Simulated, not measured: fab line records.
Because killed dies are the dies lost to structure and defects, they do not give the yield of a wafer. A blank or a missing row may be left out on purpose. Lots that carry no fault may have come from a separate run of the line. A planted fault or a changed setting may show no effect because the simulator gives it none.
Comparing a struck lot with a sound one | flow n5-finfet | 40 out of 1938 route steps
Sound: wafers L186.2, L186.3, L186.5. Wafers L174.2, L174.3, L174.4 were the ones struck. The cause is given at the end.
Each step with rows lists, per side, the tool, then ch with its chambers, then its first start. Under that, the readings that differ: sound wafers | struck wafers | difference of the means | sigmas: that difference in standard deviations of wafers without a fault.
alike: readings whose means differ by less than 2 such deviations, and words and numbers that are the same on both sides. not compared: withheld readings, readings that some wafer has no value for, bounds like >300 that may hide the same value, and numbers for which the record gives no deviation and whose values overlap.
Wherever a step has rows on one side only, a row that says differs or no value, or a row with sigmas, the two part there. Non-overlapping numbers with no deviation appear without sigmas and do not part them. Lack of a reading on every wafer of one side parts them only where that side has two or more wafers.

first, 11 steps without rows for these wafers: N5_FIN_SAQP_STRIP_53 (strips in N2/H2); N5_FIN_SAQP_HM_OPEN_73 (chemistry CHF3/O2, target SiO2, stops on a-Si, target depth 12 nm, time 16.8 s); N5_FIN_SAQP_STRIP_74 (strips in CHF3/O2); N5_FIN_SAQP_MANDREL_ETCH_22 (etches a-Si in HBr/Cl2, stops on SiNx, target depth 60 nm, bt time 10 s, time 30 s); N5_FIN_SAQP_STRIP_55 (strips in N2/H2); N5_FIN_SAQP_STRIP_23 (strips in SPM, time 750 s); N5_FIN_SAQP_SRD_66 (time 30 s); N5_FIN_SAQP_RECESS_75 (chemistry HF/NH3, target SiO2, target depth 14.4 nm, afs cycles 3, sublimation time 60 s); N5_FIN_SAQP_SPACER1_ALD_24 (deposits SiO2, target thk 20.3 nm, pulse time 1 s, purge time 2 s); N5_FIN_SAQP_SPACER1_ETCHBACK_25 (etches SiO2 in CHF3/O2, target depth 24.4 nm, time 12.2 s); N5_FIN_SAQP_MANDREL1_REMOVE_56 (chemistry HBr/Cl2/O2, target a-Si, stops on SiNx, bt time 10 s).
N5_FIN_SAQP_ETCH_57: etches SiNx in CH3F/O2, target depth 32.5 nm, time 46.4 s.
  sound on rie-diel-02 ch 2,3, day 7 17:18; struck on rie-diel-02 ch 0,2,3, day 4 06:45
  alike: drypump-motor-current-A, etch-rf-on-time-s, oes-product-au, rf-vpp-V, showerhead-plenum-p-Torr, throttle-valve-pct
  not compared: rf-hours-counter-h
then, 19 steps without rows for these wafers: N5_FIN_SAQP_ETCH_65 (etches SiO2 in CF4, target depth 4 nm, time 4.4 s); N5_FIN_SAQP_MANDREL_ETCH_58 (etches a-Si in HBr/Cl2, stops on SiNx, target depth 45 nm, bt time 10 s, time 27 s); N5_FIN_SAQP_RECESS_63 (chemistry HF/NH3, target SiO2, target depth 18 nm, afs cycles 3, sublimation time 60 s); N5_FIN_SAQP_COAT_68 (time 60 s, resist thk 100 nm); N5_FIN_SAQP_ETCH_69 (etches SOC in N2/H2, stops on SiNx, target depth 150 nm); N5_FIN_SAQP_ETCH_67 (etches SiNx in CH3F/O2, target depth 30 nm); N5_FIN_SAQP_STRIP_70 (strips in N2/H2); N5_FIN_SAQP_RECESS_71 (chemistry HF/NH3, target SiO2, target depth 3 nm, afs cycles 1, sublimation time 60 s); N5_FIN_SAQP_SPACER2_ALD_28 (deposits SiO2, target thk 8.1 nm, pulse time 1 s, purge time 2 s); N5_FIN_SAQP_SPACER2_ETCHBACK_29 (etches SiO2 in CHF3/O2, target depth 12.2 nm, time 6.1 s); N5_FIN_SAQP_MANDREL2_REMOVE_60 (chemistry HBr/Cl2/O2, target a-Si, stops on SiNx, bt time 10 s); N5_FIN_SAQP_HM_OPEN_33 (chemistry CH3F/O2, target SiNx, target depth 49.4 nm, time 70.6 s); N5_FIN_SAQP_ETCH_34 (etches SiO2 in C4F6/O2, target depth 45 nm, time 15 s); N5_FIN_SAQP_STRIP_77 (strips in N2/H2, time 90 s); N5_FIN_SAQP_ETCH_64 (etches SiO2 in CF4, target depth 1.5 nm); N5_FIN_SAQP_FIN_ETCH_36 (etches the open film in HBr/Cl2/O2, target depth 120 nm, time 50.4 s); N5_FIN_SAQP_PRECLEAN_38 (cleans in O3/DIW, time 45 s); N5_FIN_SAQP_PRECLEAN_45 (cleans in dHF, time 10 s); N5_FIN_SAQP_SRD_39 (time 30 s).
N5_FIN_SAQP_INSPECT_40: inspects for defects (brightfield).
  sound on defect-inspect-02 at day 7 19:53; struck on defect-inspect-01 at day 4 08:52
  reading          | sound       | struck         | difference | sigmas
  raw-defect-count | 255 241 213 | 1209 1208 1104 | +937       | +16
then, 5 steps without rows for these wafers: N5_FIN_CUT_COAT_18 (time 60 s, resist thk 230 nm); N5_FIN_CUT_COAT_19 (time 60 s, resist thk 20 nm); N5_FIN_CUT_COAT_29 (time 60 s, resist thk 10 nm); N5_FIN_CUT_COAT_02 (resist thk 30 nm); N5_FIN_CUT_EBR_04.
N5_FIN_CUT_INSPECT_10: inspects for defects (brightfield).
  sound on defect-inspect-02 at day 7 20:17; struck on defect-inspect-02 at day 4 09:16
  reading          | sound    | struck      | difference | sigmas
  raw-defect-count | 45 34 39 | 960 958 943 | +914       | +83
N5_FIN_CUT_INSPECT_17: inspects for defects (brightfield).
  sound on defect-inspect-01 at day 7 21:14; struck on defect-inspect-01 at day 4 10:26
  reading          | sound       | struck         | difference | sigmas
  raw-defect-count | 271 257 230 | 1207 1197 1096 | +914       | +16
-- a jump in the record: the struck wafers' starts before and after are 12 days apart (it breaks off in module FIN_CUT and resumes in module PASSIVATION, where the first step shown is number 1936 of the route) --
N5_PASSIVATION_PROBE_49:
  rows exist in the record for the struck wafers here (prober-01, day 16 20:47), but not for the sound ones

== WHERE THEY PART ==
Earliest at N5_FIN_SAQP_INSPECT_40; latest, in this record, at N5_PASSIVATION_PROBE_49.

WHY: what the simulator had put in
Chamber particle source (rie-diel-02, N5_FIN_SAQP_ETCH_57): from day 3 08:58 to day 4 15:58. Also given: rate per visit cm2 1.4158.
